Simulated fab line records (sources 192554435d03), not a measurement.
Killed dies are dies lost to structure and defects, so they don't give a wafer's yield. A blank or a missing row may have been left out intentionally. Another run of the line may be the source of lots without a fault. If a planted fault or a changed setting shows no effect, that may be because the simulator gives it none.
fab line records	flow n5Finfet
record: lots: 24	wafers: 72	lastDay: 18
route steps=1938 shown ZERO_LAYER@19 WELL_APT@30 FIN_SAQP@124
lots that met no fault: taken from a fault-free run of the same line
startH: hours from the record's first day to the start of the lot's first wafer shown	waitH: how many hours have passed since the lot's step before this one	" as in the row above	L1.1+2: a single row standing in for several wafers	- value missing, or start not given	* or withheld: withheld	< > ~ a bound
route shown NAME@n: NAME is a module with steps in the file, n the number in the route of the first one	usual: mean/standard deviation taken from wafers without a fault	same: alike in all rows	chamber/n: place in a boat	sites: the reading at each site	_std_site: standard deviation of those values	_edge_site: mean of outer sites minus mean of inner sites	radiusMm: how far each site lies from the wafer's centre	mask NAME#n: copy n	behind: tool/chamber where the wafer was last shaped	hold: why the lot went on hold/how many hours it stayed there/how the hold came to an end	device: whichever transistor did not switch (one of n, p or np)	end of line: the route-end tests of the same wafers	for a step that has no rows: nothing shown but its recipe	killed: not the wafer's yield, but the dies lost to structure and defects at the first sort	map: dies across one wafer; x = killed, . = not, _ = none there
set.NAME: the setting as run; set.NAME@STEP: as run at that earlier step	model.NAME: the simulator's own value behind a step, which no gauge read
the route's steps for a sample of lots (tables are steps, rows are wafers)
services: from which hour (startH, from the record's first day; less than 0 if before it) a tool's chamber was out of use, for how many hours, and why
== steps ==
step: N5_ZERO_LAYER_INSPECT_20
recipe: inspectInstrument: darkfield	mode: postClean
usual: rawDefectCount: 38/18
lot.wafer	tool	chamber	startH	waitH	rawDefectCount
L074.3	defectInspect-01	-	13.25	0.0	62
L074.4	"	-	"	"	50
L074.5	"	-	"	"	19
L075.2	defectInspect-01	-	19.28	0.0	53
L075.3	"	-	"	"	51
L075.5	"	-	"	"	37
L076.1	defectInspect-01	-	25.25	0.0	29
L076.2	"	-	"	"	51
L076.4	"	-	"	"	45
L077.4	defectInspect-02	-	31.40	0.0	44
L077.5	"	-	"	"	36
L077.6	"	-	"	"	14
L078.2	defectInspect-02	-	37.41	0.0	80
L078.3	"	-	"	"	33
L078.6	"	-	"	"	16
L079.2	defectInspect-02	-	43.28	0.0	47
L079.3	"	-	"	"	33
L079.4	"	-	"	"	19
L080.2	defectInspect-02	-	49.67	0.0	114
L080.4	"	-	"	"	63
L080.5	"	-	"	"	67
L081.2	defectInspect-01	-	55.49	0.0	29
L081.5	"	-	"	"	23
L081.6	"	-	"	"	27
L082.1	defectInspect-02	-	61.31	0.0	29
L082.2	"	-	"	"	14
L082.6	"	-	"	"	26
L083.4	defectInspect-01	-	67.58	0.0	33
L083.5	"	-	"	"	22
L083.6	"	-	"	"	24
L084.2	defectInspect-02	-	73.29	0.0	41
L084.4	"	-	"	"	43
L084.6	"	-	"	"	21
L085.1	defectInspect-02	-	79.28	0.0	49
L085.4	"	-	"	"	29
L085.5	"	-	"	"	35
L086.1	defectInspect-02	-	86.68	0.0	46
L086.4	"	-	"	"	44
L086.6	"	-	"	"	77
L087.1	defectInspect-02	-	91.60	0.0	22
L087.2	"	-	"	"	15
L087.3	"	-	"	"	17
L088.1	defectInspect-02	-	97.40	0.0	47
L088.3	"	-	"	"	21
L088.4	"	-	"	"	28
L089.4	defectInspect-02	-	103.50	0.0	65
L089.5	"	-	"	"	48
L089.6	"	-	"	"	34
L090.1	defectInspect-02	-	109.39	0.0	24
L090.2	"	-	"	"	23
L090.3	"	-	"	"	23
L091.1	defectInspect-02	-	115.68	0.0	30
L091.3	"	-	"	"	32
L091.6	"	-	"	"	49
L092.1	defectInspect-01	-	121.71	0.0	31
L092.4	"	-	"	"	39
L092.5	"	-	"	"	36
L093.1	defectInspect-02	-	127.96	0.6	18
L093.4	"	-	"	"	25
L093.6	"	-	"	"	32
L094.2	defectInspect-01	-	133.27	0.0	26
L094.3	"	-	"	"	101
L094.6	"	-	"	"	46
L095.2	defectInspect-01	-	139.38	0.0	49
L095.4	"	-	"	"	20
L095.5	"	-	"	"	45
L096.3	defectInspect-01	-	145.40	0.0	53
L096.4	"	-	"	"	38
L096.6	"	-	"	"	47
L097.2	defectInspect-01	-	151.27	0.0	39
L097.3	"	-	"	"	35
L097.5	"	-	"	"	15
step: N5_WELL_APT_INSPECT_10
recipe: mode: adi	inspectInstrument: macro
usual: rawDefectCount: 1.9/1.3
lot.wafer	tool	chamber	startH	waitH	rawDefectCount
L074.3	defectInspect-01	-	13.74	0.0	1
L074.4	"	-	"	"	2
L074.5	"	-	"	"	4
L075.2	defectInspect-02	-	19.76	0.0	2
L075.3	"	-	"	"	2
L075.5	"	-	"	"	2
L076.1	defectInspect-01	-	25.73	0.0	2
L076.2	"	-	"	"	1
L076.4	"	-	"	"	1
L077.4	defectInspect-01	-	31.76	0.0	2
L077.5	"	-	"	"	1
L077.6	"	-	"	"	0
L078.2	defectInspect-02	-	37.77	0.0	0
L078.3	"	-	"	"	1
L078.6	"	-	"	"	0
L079.2	defectInspect-01	-	43.76	0.0	4
L079.3	"	-	"	"	5
L079.4	"	-	"	"	3
L080.2	defectInspect-01	-	50.15	0.0	2
L080.4	"	-	"	"	4
L080.5	"	-	"	"	0
L081.2	defectInspect-02	-	55.98	0.0	3
L081.5	"	-	"	"	4
L081.6	"	-	"	"	1
L082.1	defectInspect-01	-	61.67	0.0	1
L082.2	"	-	"	"	3
L082.6	"	-	"	"	5
L083.4	defectInspect-01	-	67.94	0.0	3
L083.5	"	-	"	"	5
L083.6	"	-	"	"	1
L084.2	defectInspect-01	-	73.66	0.0	1
L084.4	"	-	"	"	2
L084.6	"	-	"	"	1
L085.1	defectInspect-01	-	79.63	0.0	3
L085.4	"	-	"	"	1
L085.5	"	-	"	"	1
L086.1	defectInspect-02	-	87.05	0.0	0
L086.4	"	-	"	"	3
L086.6	"	-	"	"	2
L087.1	defectInspect-02	-	92.08	0.0	2
L087.2	"	-	"	"	2
L087.3	"	-	"	"	2
L088.1	defectInspect-02	-	97.76	0.0	4
L088.3	"	-	"	"	2
L088.4	"	-	"	"	2
L089.4	defectInspect-02	-	103.86	0.0	3
L089.5	"	-	"	"	1
L089.6	"	-	"	"	4
L090.1	defectInspect-01	-	109.87	0.0	3
L090.2	"	-	"	"	0
L090.3	"	-	"	"	1
L091.1	defectInspect-02	-	116.04	0.0	0
L091.3	"	-	"	"	0
L091.6	"	-	"	"	2
L092.1	defectInspect-01	-	122.07	0.0	3
L092.4	"	-	"	"	2
L092.5	"	-	"	"	2
L093.1	defectInspect-02	-	128.44	0.0	3
L093.4	"	-	"	"	0
L093.6	"	-	"	"	1
L094.2	defectInspect-01	-	133.62	0.0	2
L094.3	"	-	"	"	2
L094.6	"	-	"	"	1
L095.2	defectInspect-01	-	139.86	0.0	2
L095.4	"	-	"	"	2
L095.5	"	-	"	"	1
L096.3	defectInspect-01	-	145.88	0.0	3
L096.4	"	-	"	"	2
L096.6	"	-	"	"	2
L097.2	defectInspect-01	-	151.75	0.0	1
L097.3	"	-	"	"	0
L097.5	"	-	"	"	1
step: N5_WELL_APT_OVL_MEAS_26
recipe: pointsPerWafer: 44
usual: PWELL_OVL: 3/5.9
lot.wafer	tool	chamber	startH	waitH	PWELL_OVL[nm]
L074.3	overlay-01	0	15.64	0.0	7
L074.4	"	0	"	"	11
L074.5	"	0	"	"	6
L075.2	overlay-01	0	21.00	0.0	-6
L075.3	"	0	"	"	-1
L075.5	"	0	"	"	-8
L076.1	overlay-02	0	26.97	0.0	11
L076.2	"	0	"	"	13
L076.4	"	0	"	"	15
L077.4	overlay-01	0	32.98	0.0	-4
L077.5	"	0	"	"	-6
L077.6	"	0	"	"	1
L078.2	overlay-02	0	39.25	0.0	15
L078.3	"	0	"	"	12
L078.6	"	0	"	"	8
L079.2	overlay-01	0	45.77	0.0	3
L079.3	"	0	"	"	-6
L079.4	"	0	"	"	4
L080.2	overlay-02	0	51.38	0.0	6
L080.4	"	0	"	"	8
L080.5	"	0	"	"	-1
L081.2	overlay-02	0	58.31	0.0	4
L081.5	"	0	"	"	4
L081.6	"	0	"	"	8
L082.1	overlay-02	0	62.92	0.0	3
L082.2	"	0	"	"	5
L082.6	"	0	"	"	-1
L083.4	overlay-01	0	69.19	0.0	-4
L083.5	"	0	"	"	2
L083.6	"	0	"	"	-1
L084.2	overlay-02	0	74.75	0.0	-7
L084.4	"	0	"	"	-6
L084.6	"	0	"	"	-5
L085.1	overlay-02	0	80.73	0.0	11
L085.4	"	0	"	"	8
L085.5	"	0	"	"	8
L086.1	overlay-01	0	88.23	0.0	17
L086.4	"	0	"	"	11
L086.6	"	0	"	"	9
L087.1	overlay-02	0	93.33	0.0	4
L087.2	"	0	"	"	10
L087.3	"	0	"	"	9
L088.1	overlay-02	0	99.00	0.0	5
L088.3	"	0	"	"	4
L088.4	"	0	"	"	-4
L089.4	overlay-01	0	105.08	0.0	9
L089.5	"	0	"	"	2
L089.6	"	0	"	"	5
L090.1	overlay-02	0	111.24	0.0	2
L090.2	"	0	"	"	3
L090.3	"	0	"	"	4
L091.1	overlay-01	0	117.26	0.0	0
L091.3	"	0	"	"	2
L091.6	"	0	"	"	-2
L092.1	overlay-02	0	123.29	0.0	4
L092.4	"	0	"	"	0
L092.5	"	0	"	"	-3
L093.1	overlay-02	0	129.66	0.0	7
L093.4	"	0	"	"	8
L093.6	"	0	"	"	6
L094.2	overlay-02	0	135.69	0.0	-2
L094.3	"	0	"	"	8
L094.6	"	0	"	"	2
L095.2	overlay-02	0	142.20	0.0	-3
L095.4	"	0	"	"	-1
L095.5	"	0	"	"	-1
L096.3	overlay-01	0	148.24	0.0	-4
L096.4	"	0	"	"	-8
L096.6	"	0	"	"	-3
L097.2	overlay-01	0	153.01	0.0	6
L097.3	"	0	"	"	13
L097.5	"	0	"	"	4
step: N5_FIN_SAQP_RECESS_75
recipe: chemistry: HF/NH3	target: SiO2	targetDepthA: 144	afsCycles: 3	tempC: 30	sublimationTempC: 180	sublimationTimeS: 60
usual: drypumpMotorCurrentA: 5.8/0.31
lot.wafer	tool	chamber	startH	waitH	drypumpMotorCurrentA
L074.3	vaporEtch-01	1	24.71	0.1	5.7
L074.4	"	0	"	"	5.7
L074.5	"	0	"	"	5.8
L075.2	vaporEtch-01	0	29.00	0.0	5.8
L075.3	"	0	"	"	5.8
L075.5	"	1	"	"	5.7
L076.1	vaporEtch-01	0	35.04	0.0	5.8
L076.2	"	1	"	"	5.7
L076.4	"	0	"	"	5.8
L077.4	vaporEtch-02	0	41.33	0.2	5.6
L077.5	"	1	"	"	6.4
L077.6	"	0	"	"	5.6
L078.2	vaporEtch-01	0	47.32	0.3	5.8
L078.3	"	0	"	"	5.8
L078.6	"	1	"	"	5.7
L079.2	vaporEtch-02	0	53.82	0.0	5.6
L079.3	"	0	"	"	5.6
L079.4	"	1	"	"	6.4
L080.2	vaporEtch-02	0	58.73	0.0	5.6
L080.4	"	1	"	"	6.5
L080.5	"	0	"	"	5.6
L081.2	vaporEtch-01	0	65.25	0.0	5.8
L081.5	"	1	"	"	5.7
L081.6	"	0	"	"	5.8
L082.1	vaporEtch-01	1	71.81	0.0	5.7
L082.2	"	0	"	"	5.8
L082.6	"	0	"	"	5.8
L083.4	vaporEtch-01	0	76.75	0.1	5.8
L083.5	"	1	"	"	5.7
L083.6	"	0	"	"	5.7
L084.2	vaporEtch-01	0	82.63	0.0	5.7
L084.4	"	0	"	"	5.7
L084.6	"	1	"	"	5.7
L085.1	vaporEtch-01	0	90.38	0.0	5.8
L085.4	"	0	"	"	5.8
L085.5	"	1	"	"	5.7
L086.1	vaporEtch-01	1	96.07	0.1	5.7
L086.4	"	0	"	"	5.8
L086.6	"	1	"	"	5.7
L087.1	vaporEtch-02	1	101.96	0.0	6.4
L087.2	"	0	"	"	5.6
L087.3	"	0	"	"	5.6
L088.1	vaporEtch-02	1	106.66	0.0	6.5
L088.3	"	1	"	"	6.4
L088.4	"	0	"	"	5.6
L089.4	vaporEtch-01	1	113.08	0.1	5.7
L089.5	"	0	"	"	5.8
L089.6	"	1	"	"	5.7
L090.1	vaporEtch-01	0	119.27	0.0	5.7
L090.2	"	1	"	"	5.7
L090.3	"	1	"	"	5.7
L091.1	vaporEtch-02	0	125.05	0.0	5.6
L091.3	"	0	"	"	5.6
L091.6	"	0	"	"	5.5
L092.1	vaporEtch-02	0	131.79	0.5	5.6
L092.4	"	0	"	"	5.6
L092.5	"	1	"	"	6.4
L093.1	vaporEtch-01	0	140.25	0.0	5.8
L093.4	"	1	"	"	5.7
L093.6	"	1	"	"	5.7
L094.2	vaporEtch-02	1	145.06	0.0	6.5
L094.3	"	1	"	"	6.5
L094.6	"	0	"	"	5.6
L095.2	vaporEtch-02	1	151.31	0.0	6.4
L095.4	"	1	"	"	6.4
L095.5	"	0	"	"	5.6
L096.3	vaporEtch-01	0	156.38	0.2	5.7
L096.4	"	1	"	"	5.7
L096.6	"	0	"	"	5.8
L097.2	vaporEtch-01	0	161.13	0.0	5.7
L097.3	"	0	"	"	5.8
L097.5	"	1	"	"	5.7
step: N5_FIN_SAQP_MANDREL_ETCH_58
recipe: chemistry: HBr/Cl2	target: a-Si	targetDepthA: 450	btTimeS: 10	stopOn: SiNx	maskMaterial: SiO2	overEtchFrac: 0.8	timeS: 27	pressureMtorr: 10	icpW: 800	biasW: 75	HBr_flow_sccm: 150	Cl2_flow_sccm: 80	ends: endPoint
usual: chamberPressureMTorr: 10.000/0.012	drypumpMotorCurrentA: 5.9/0.38	oesProductAu: 0.694/0.013	throttleValvePct: 35.62/0.27
lot.wafer	tool	chamber	startH	waitH	chamberPressureMTorr	drypumpMotorCurrentA	oesProductAu	rfHoursCounterH	throttleValvePct
L074.3	rieSi-05	1	26.23	0.0	10.006	5.5	0.674	8	35.40
L074.4	"	0	"	"	10.004	5.8	0.718	162	35.26
L074.5	"	0	"	"	9.993	5.8	0.723	-	35.27
L075.2	rieSi-03	1	30.48	0.0	10.000	6.2	0.697	24	35.74
L075.3	"	2	"	"	9.998	5.5	0.675	109	35.76
L075.5	"	3	"	"	9.984	5.8	0.677	-	35.84
L076.1	rieSi-05	1	36.77	0.0	9.997	5.5	0.673	8	35.39
L076.2	"	2	"	"	9.984	6.5	0.700	188	35.93
L076.4	"	0	"	"	9.997	5.8	0.720	162	35.28
L077.4	rieSi-05	0	42.70	0.0	9.992	5.8	0.712	162	35.27
L077.5	"	2	"	"	10.001	6.5	0.691	-	35.93
L077.6	"	3	"	"	10.000	5.5	0.697	-	35.83
L078.2	rieSi-06	2	48.81	0.0	10.014	6.3	0.703	120	35.44
L078.3	"	0	"	"	9.989	6.0	0.705	93	35.29
L078.6	"	0	"	"	10.009	6.0	0.716	-	35.26
L079.2	rieSi-06	3	55.51	0.0	9.998	5.6	0.670	180	35.33
L079.3	"	1	"	"	9.993	6.5	0.683	8	35.26
L079.4	"	2	"	"	10.006	6.3	0.690	120	35.46
L080.2	rieSi-03	2	60.23	0.0	10.004	5.4	0.673	109	35.78
L080.4	"	0	"	"	10.008	6.0	0.680	98	35.98
L080.5	"	2	"	"	9.992	5.4	0.685	-	35.77
L081.2	rieSi-05	3	67.29	0.0	10.017	5.5	0.695	150	35.85
L081.5	"	0	"	"	9.990	5.8	0.708	-	35.30
L081.6	"	3	"	"	10.001	5.5	0.698	-	35.84
L082.1	rieSi-06	0	73.41	0.0	10.000	6.0	0.707	93	35.25
L082.2	"	3	"	"	10.001	5.6	0.690	180	35.30
L082.6	"	2	"	"	9.992	6.3	0.704	-	35.44
L083.4	rieSi-03	2	78.22	0.0	9.987	5.4	0.694	110	35.74
L083.5	"	1	"	"	9.986	6.2	0.705	-	35.71
L083.6	"	2	"	"	10.001	5.5	0.695	-	35.75
L084.2	rieSi-05	3	84.35	0.0	10.004	5.5	0.692	150	35.84
L084.4	"	2	"	"	9.982	6.5	0.700	189	35.90
L084.6	"	0	"	"	10.021	5.8	0.715	-	35.29
L085.1	rieSi-05	0	92.20	0.0	9.988	5.8	0.713	163	35.27
L085.4	"	3	"	"	9.991	5.5	0.707	150	35.79
L085.5	"	0	"	"	9.991	5.8	0.722	-	35.27
L086.1	rieSi-05	0	98.80	0.0	10.000	5.8	0.721	163	35.29
L086.4	"	3	"	"	9.994	5.5	0.704	150	35.81
L086.6	"	3	"	"	9.991	5.5	0.703	-	35.82
L087.1	rieSi-05	1	103.82	0.0	9.995	5.5	0.674	9	35.39
L087.2	"	3	"	"	10.000	5.5	0.694	150	35.85
L087.3	"	2	"	"	10.001	6.5	0.700	190	35.91
L088.1	rieSi-05	1	108.22	0.0	10.003	5.5	0.687	9	35.39
L088.3	"	2	"	"	10.004	6.5	0.701	190	35.92
L088.4	"	0	"	"	10.007	5.8	0.718	164	35.28
L089.4	rieSi-05	0	114.67	0.0	9.990	5.8	0.721	164	35.29
L089.5	"	0	"	"	10.000	5.8	0.714	-	35.28
L089.6	"	1	"	"	9.996	5.5	0.688	-	35.39
L090.1	rieSi-03	1	120.76	0.0	10.007	6.2	0.701	26	35.68
L090.2	"	2	"	"	9.994	5.4	0.685	110	35.77
L090.3	"	0	"	"	10.005	6.0	0.684	99	35.99
L091.1	rieSi-06	3	126.64	0.0	10.022	5.6	0.684	181	35.30
L091.3	"	0	"	"	10.000	6.0	0.694	94	35.29
L091.6	"	2	"	"	9.993	6.3	0.701	-	35.45
L092.1	rieSi-05	0	134.33	0.0	9.996	5.8	0.708	164	35.30
L092.4	"	2	"	"	10.011	6.5	0.692	190	35.94
L092.5	"	0	"	"	9.999	5.8	0.715	-	35.28
L093.1	rieSi-03	2	141.89	0.0	9.996	5.5	0.685	111	35.76
L093.4	"	2	"	"	10.010	5.4	0.688	-	35.74
L093.6	"	0	"	"	10.009	6.1	0.689	-	35.98
L094.2	rieSi-05	2	146.91	0.0	9.999	6.5	0.701	190	35.91
L094.3	"	0	"	"	10.001	5.8	0.708	164	35.28
L094.6	"	3	"	"	10.094	5.5	0.714	-	35.80
L095.2	rieSi-03	3	152.96	0.0	9.987	5.7	0.663	101	35.85
L095.4	"	1	"	"	9.998	6.2	0.695	26	35.69
L095.5	"	0	"	"	9.993	6.1	0.692	-	35.98
L096.3	rieSi-05	0	157.75	0.0	9.995	5.8	0.708	165	35.29
L096.4	"	3	"	"	9.997	5.5	0.691	151	35.85
L096.6	"	3	"	"	10.010	5.5	0.690	-	35.82
L097.2	rieSi-03	2	162.62	0.0	9.988	5.4	0.687	111	35.76
L097.3	"	3	"	"	10.008	5.8	0.674	101	35.87
L097.5	"	1	"	"	9.984	6.2	0.708	-	35.68
step: N5_FIN_SAQP_ETCH_69
recipe: chemistry: N2/H2	target: SOC	targetDepthA: 1500	stopOn: SiNx	ionEnergyEv: 100	biasW: 61	pressureMtorr: 30	sourceW: 850	n2FlowSccm: 200	h2FlowSccm: 200
usual: chamberPressureMTorr: 30.003/0.028	drypumpMotorCurrentA: 5.7/0.4	h2FlowSccm: 200.0/0.59	oesProductAu: 0.82/0.1	rfVppV: 241.0/1.3	showerheadPlenumPTorr: 2.57/0.073	throttleValvePct: 17.78/0.2
lot.wafer	tool	chamber	startH	waitH	chamberPressureMTorr	drypumpMotorCurrentA	h2FlowSccm	oesProductAu	rfHoursCounterH	rfVppV	showerheadPlenumPTorr	throttleValvePct
L074.3	rieDiel-05	2	26.76	-	29.989	5.8	199.5	0.68	248	239.4	2.50	18.11
L074.4	"	0	"	"	30.033	5.7	199.8	0.86	35	240.2	2.61	17.51
L074.5	"	1	"	"	29.948	5.9	199.9	0.67	-	241.0	2.49	18.14
L075.2	rieDiel-01	2	31.10	-	29.980	4.9	199.9	0.69	233	240.2	2.62	17.92
L075.3	"	0	"	"	29.991	5.4	198.8	0.96	9	241.9	2.59	17.48
L075.5	"	0	"	"	30.014	5.4	199.5	0.96	-	241.5	2.58	17.48
L076.1	rieDiel-06	2	37.32	-	30.024	5.3	200.9	0.96	3	242.9	2.71	17.56
L076.2	"	1	"	"	29.982	6.1	200.1	0.74	162	239.6	2.43	17.87
L076.4	"	1	"	"	30.026	6.2	199.5	0.74	-	238.9	2.43	17.86
L077.4	rieDiel-01	3	43.28	-	29.992	5.6	200.0	0.71	169	241.6	2.64	17.92
L077.5	"	0	"	"	29.935	5.4	200.0	0.94	-	241.6	2.58	17.50
L077.6	"	1	"	"	29.995	6.1	200.4	0.90	-	239.3	2.57	17.63
L078.2	rieDiel-06	2	49.34	-	29.963	5.3	199.6	0.93	10	242.6	2.71	17.57
L078.3	"	0	"	"	30.033	5.3	200.1	0.77	123	241.1	2.57	18.07
L078.6	"	2	"	"	29.991	5.3	200.0	0.93	-	243.4	2.71	17.58
L079.2	rieDiel-05	1	56.04	-	30.024	5.9	200.5	0.67	259	241.3	2.48	18.16
L079.3	"	3	"	"	30.051	6.2	200.1	0.71	196	241.9	2.65	17.99
L079.4	"	3	"	"	30.030	6.3	200.3	0.71	-	242.2	2.65	18.00
L080.2	rieDiel-06	1	60.76	-	30.042	6.2	199.6	0.74	173	240.4	2.42	17.89
L080.4	"	0	"	"	30.000	5.3	200.6	0.77	127	240.6	2.57	18.08
L080.5	"	2	"	"	30.017	5.3	199.9	0.92	-	242.9	2.71	17.57
L081.2	rieDiel-05	2	67.82	-	30.056	5.8	200.0	0.97	4	239.8	2.49	17.75
L081.5	"	3	"	"	30.007	6.3	200.4	0.70	-	241.5	2.64	17.99
L081.6	"	0	"	"	30.060	5.6	199.9	0.83	-	241.5	2.60	17.51
L082.1	rieDiel-05	0	73.94	-	29.969	5.7	201.2	0.84	56	241.0	2.60	17.52
L082.2	"	3	"	"	29.954	6.3	199.8	0.70	203	241.5	2.64	18.01
L082.6	"	2	"	"	29.986	5.8	201.3	0.95	-	242.0	2.49	17.75
L083.4	rieDiel-01	0	78.74	-	30.012	5.4	199.1	0.91	26	239.7	2.58	17.51
L083.5	"	2	"	"	29.985	4.9	198.6	0.68	-	242.3	2.61	17.94
L083.6	"	3	"	"	30.045	5.6	199.8	0.71	-	241.9	2.63	17.95
L084.2	rieDiel-05	0	84.88	-	29.965	5.8	198.8	0.82	61	241.3	2.60	17.54
L084.4	"	2	"	"	30.037	5.8	199.6	0.94	12	238.1	2.49	17.75
L084.6	"	0	"	"	30.013	5.7	199.6	0.83	-	241.6	2.60	17.53
L085.1	rieDiel-06	0	92.82	-	30.026	5.3	200.2	0.75	137	241.0	2.56	18.10
L085.4	"	3	"	"	30.035	5.1	200.0	0.70	237	240.0	2.60	17.95
L085.5	"	2	"	"	30.037	5.3	200.3	0.89	-	242.6	2.70	17.60
L086.1	rieDiel-01	0	99.33	-	29.977	5.4	200.4	0.90	35	241.3	2.57	17.53
L086.4	"	3	"	"	29.990	5.6	201.0	0.70	-	242.0	2.63	17.95
L086.6	"	1	"	"	30.014	6.1	199.5	0.87	-	241.9	2.56	17.65
L087.1	rieDiel-06	0	104.35	-	30.016	5.3	199.8	0.75	141	240.4	2.56	18.10
L087.2	"	2	"	"	30.055	5.3	200.5	0.88	30	242.5	2.70	17.61
L087.3	"	1	"	"	29.997	6.1	200.7	0.71	189	238.0	2.41	17.91
L088.1	rieDiel-01	1	108.74	-	30.030	6.1	200.6	0.86	52	241.8	2.56	17.68
L088.3	"	2	"	"	30.004	4.9	199.7	1.00	1	241.8	2.61	17.53
L088.4	"	1	"	"	30.021	6.1	200.2	0.87	-	241.9	2.56	17.65
L089.4	rieDiel-01	1	115.31	-	29.971	6.1	200.1	0.86	55	241.7	2.56	17.68
L089.5	"	2	"	"	29.986	4.9	200.1	0.99	-	242.8	2.61	17.55
L089.6	"	1	"	"	29.972	6.1	199.5	0.86	-	240.9	2.56	17.65
L090.1	rieDiel-05	1	121.42	-	30.014	5.9	199.4	0.94	12	240.9	2.48	17.78
L090.2	"	0	"	"	29.989	5.7	200.6	0.81	74	240.7	2.59	17.54
L090.3	"	2	"	"	29.967	5.8	199.4	0.91	24	239.1	2.49	17.75
L091.1	rieDiel-05	0	127.17	-	30.031	5.7	199.8	0.81	76	242.3	2.59	17.55
L091.3	"	1	"	"	30.069	5.9	200.4	0.92	14	239.2	2.48	17.78
L091.6	"	1	"	"	29.959	5.9	200.2	0.94	-	240.0	2.48	17.77
L092.1	rieDiel-01	1	135.08	-	30.025	6.1	200.6	0.86	62	240.7	2.56	17.68
L092.4	"	0	"	"	29.998	5.4	199.9	0.88	46	241.0	2.57	17.55
L092.5	"	0	"	"	30.007	5.4	199.4	0.88	-	241.6	2.57	17.53
L093.1	rieDiel-05	1	142.48	-	29.997	5.9	200.2	0.92	22	240.3	2.47	17.78
L093.4	"	0	"	"	29.998	5.7	199.9	0.80	83	240.9	2.59	17.56
L093.6	"	2	"	"	30.023	5.8	199.4	0.89	-	239.9	2.48	17.80
L094.2	rieDiel-01	1	147.60	-	30.005	6.1	199.4	0.84	69	242.1	2.56	17.71
L094.3	"	2	"	"	29.985	4.9	198.7	0.94	15	240.6	2.61	17.57
L094.6	"	1	"	"	29.990	6.1	200.5	0.84	-	241.5	2.56	17.70
L095.2	rieDiel-05	3	153.51	-	29.960	6.3	199.6	0.68	236	242.4	2.63	18.05
L095.4	"	2	"	"	29.973	5.8	200.1	0.88	40	240.4	2.48	17.79
L095.5	"	1	"	"	30.000	5.9	200.1	0.90	-	239.8	2.47	17.80
L096.3	rieDiel-01	1	158.35	-	29.975	6.1	200.4	0.84	75	241.0	2.55	17.68
L096.4	"	2	"	"	30.049	4.9	200.2	0.93	20	241.2	2.60	17.59
L096.6	"	1	"	"	30.007	6.1	200.0	0.84	-	242.3	2.55	17.71
L097.2	rieDiel-05	3	163.15	-	29.935	6.3	199.3	0.68	240	241.8	2.63	18.08
L097.3	"	2	"	"	29.970	5.8	200.7	0.88	43	240.4	2.48	17.82
L097.5	"	1	"	"	29.939	5.9	199.7	0.90	-	241.0	2.47	17.81
== services ==
tool	chamber	startH	hours	kind
rieSi-06	0	1.52	11.6	repair
rieDiel-06	-	1.72	0.6	repair
rieDiel-01	-	11.46	14.6	pm
rieSi-05	-	30.51	2.8	pm
rieDiel-05	2	31.24	-	clean
rieDiel-05	2	31.24	-	consumableReplace:focusRing
rieDiel-05	2	31.24	27.0	scheduledDown
rieDiel-05	2	31.24	27.0	ventCycle
rieDiel-06	0	33.54	14.8	repair
rieDiel-06	3	44.54	8.9	repair
rieSi-03	-	47.27	4.1	repair
rieDiel-05	1	58.41	-	clean
rieDiel-05	1	58.41	-	consumableReplace:focusRing
rieDiel-05	1	58.41	20.7	scheduledDown
rieDiel-05	1	58.41	20.7	ventCycle
rieDiel-01	2	79.53	-	clean
rieDiel-01	2	79.53	-	consumableReplace:focusRing
rieDiel-01	2	79.53	25.2	scheduledDown
rieDiel-05	1	89.71	3.3	repair
rieDiel-06	3	100.54	10.5	repair
rieDiel-06	-	125.58	28.1	pm
rieDiel-01	2	128.72	2.3	repair
rieSi-03	3	133.10	14.5	repair
vaporEtch-02	-	137.77	0.8	repair
== key ==
fault none
